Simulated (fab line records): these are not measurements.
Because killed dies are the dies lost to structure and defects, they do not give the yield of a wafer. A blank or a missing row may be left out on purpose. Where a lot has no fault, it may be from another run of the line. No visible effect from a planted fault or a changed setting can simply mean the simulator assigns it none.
Comparing a struck lot with a sound one    flow n5-finfet    19 out of 1938 route steps
Sound: the wafers L899.2, L899.4, L899.6. Struck: wafer L907.3 (left out: L907.6, a lot-mate that was not struck); the cause follows at the end.
For every step that has rows: the tool of each side, followed by ch and its chambers, followed by its first start. Under that, the readings that differ: sound wafers    struck wafers    difference of the means    sigmas: that difference in standard deviations of wafers without a fault.
alike: a reading whose means differ by less than 2 such deviations, as well as words and numbers matching on both sides. not compared: withheld readings; readings where some wafer has no value; bounds like >300 that might hide an equal value; numbers whose values overlap and for which the record gives no deviation.
The two part at a step that has a row with sigmas, a row that says differs or no value, or rows on one side only. Numbers that have no deviation but don't overlap get no sigmas and don't part them. A reading that every wafer of one side lacks parts them only if that side has two wafers or more.

N5_BEOL_M15_DESCUM_33: chemistry O2, time 7.9 s.
  sound on rie-diel-06 ch 0,3, day 13 14:45; struck on rie-diel-05 ch 0, day 16 00:32
reading                 sound              struck  difference  sigmas
throttle-valve-pct (%)  20.70 20.68 20.69  20.14   -0.55       -3
  alike: drypump-motor-current-A, oes-product-au, rf-fwd-power-W, rf-vpp-V, showerhead-plenum-p-Torr, temp-c
  not compared: rf-hours-counter-h
N5_BEOL_M15_ETCH_61: etches BARC in N2/H2, target depth 89 nm, overetch 26.7 nm, time 67.9 s.
  sound on rie-diel-06 ch 0,3, day 13 14:47; struck on rie-diel-05 ch 0, day 16 00:34
reading                 sound              struck  difference  sigmas
throttle-valve-pct (%)  18.06 18.19 18.06  17.39   -0.71       -3
  alike: drypump-motor-current-A, oes-product-au, rf-fwd-power-W, rf-vpp-V, showerhead-plenum-p-Torr
  not compared: rf-hours-counter-h
N5_BEOL_M15_TRENCH_ETCH_34: etches SiO2 in C4F8/O2/Ar, target depth 872.93 nm, time 199 s.
  sound on rie-diel-06 ch 0,3, day 13 14:50; struck on rie-diel-05 ch 0, day 16 00:37
  alike: C4F8_flow_sccm, drypump-motor-current-A, he-inner-torr, oes-product-au, rf-fwd-power-W, rf-vpp-V, showerhead-plenum-p-Torr, throttle-valve-pct
  not compared: rf-hours-counter-h
N5_BEOL_M15_STRIP_36: strips in O2.
  sound on rie-diel-02 ch 1,2,3, day 13 15:07; struck on rie-diel-06 ch 1, day 16 01:42
  alike: drypump-motor-current-A, oes-product-au, rf-vpp-V, showerhead-plenum-p-Torr, temp-c, throttle-valve-pct
  not compared: rf-hours-counter-h
then, 1 step without rows for these wafers: N5_BEOL_M15_STRIP_62 (strips in O2).
N5_BEOL_M15_STRIP_37: strips in O2.
  sound: rie-diel-02 ch 1,2,3; struck: rie-diel-06 ch 1
  alike: drypump-motor-current-A, oes-product-au, rf-vpp-V, showerhead-plenum-p-Torr, temp-c, throttle-valve-pct
  not compared: rf-hours-counter-h
then, 5 steps without rows for these wafers: N5_BEOL_M15_ETCH_38 (etches SiCN in CF4/N2, target depth 106.4 nm, time 120.5 s); N5_BEOL_M15_PRECLEAN_39 (cleans in residue remover, time 60 s); N5_BEOL_M15_SRD_40 (time 30 s, dry time 30 s); N5_BEOL_M15_DEGAS_41 (time 60 s); N5_BEOL_M15_PRE_CLEAN_42 (time 30 s).
N5_BEOL_M15_SPUTTER_43: material TaN, target thk 15 nm, time 24.19 s.
  sound on pvd-sputter-03 at day 13 15:46; struck on pvd-sputter-03 at day 16 02:15
reading                                       sound         struck  difference  sigmas
model.TaN_of_BEOL_M15_SPUTTER_43.thk-nm (nm)  14.8 14.8 15  12.8    -2.1        
  alike: throttle-valve-pct
then, 4 steps without rows for these wafers: N5_BEOL_M15_SPUTTER_44 (material Ta, target thk 15 nm, time 24.19 s); N5_BEOL_M15_SPUTTER_45 (material Cu, target thk 100 nm, time 16.67 s); N5_BEOL_M15_ECD_47 (material Cu, target thk 1860 nm); N5_BEOL_M15_ANNEAL_48 (time 90 s).
N5_BEOL_M15_CMP_49: polishes, stops on SiO2, t overpolish 4.9 s, target thk 850 nm.
  sound on cmp-04 ch 1,2,3, day 13 17:20; struck on cmp-02 ch 2, day 16 03:26
reading                       sound              struck  difference  sigmas
barrier-field-endpoint-s (s)  11.08 11.23 11.26  10.24   -0.95       -4
  alike: edge-zone-pressure-frac, motor-current-A
  not compared: pad-life-wafers
N5_BEOL_M15_THK_MEAS_50: measures by xrf.
  sound on film-metro-02 at day 13 17:34; struck on film-metro-02 at day 16 03:37
  alike: M15_THK
following that, these wafers have no rows for 1 step: N5_PASSIVATION_PROBE_49.

WHERE THEY PART
First at N5_BEOL_M15_DESCUM_33; last, within this record, at N5_BEOL_M15_CMP_49. Later steps at which nothing parts them and some readings are alike: N5_BEOL_M15_THK_MEAS_50.

WHY: whatever the simulator had introduced
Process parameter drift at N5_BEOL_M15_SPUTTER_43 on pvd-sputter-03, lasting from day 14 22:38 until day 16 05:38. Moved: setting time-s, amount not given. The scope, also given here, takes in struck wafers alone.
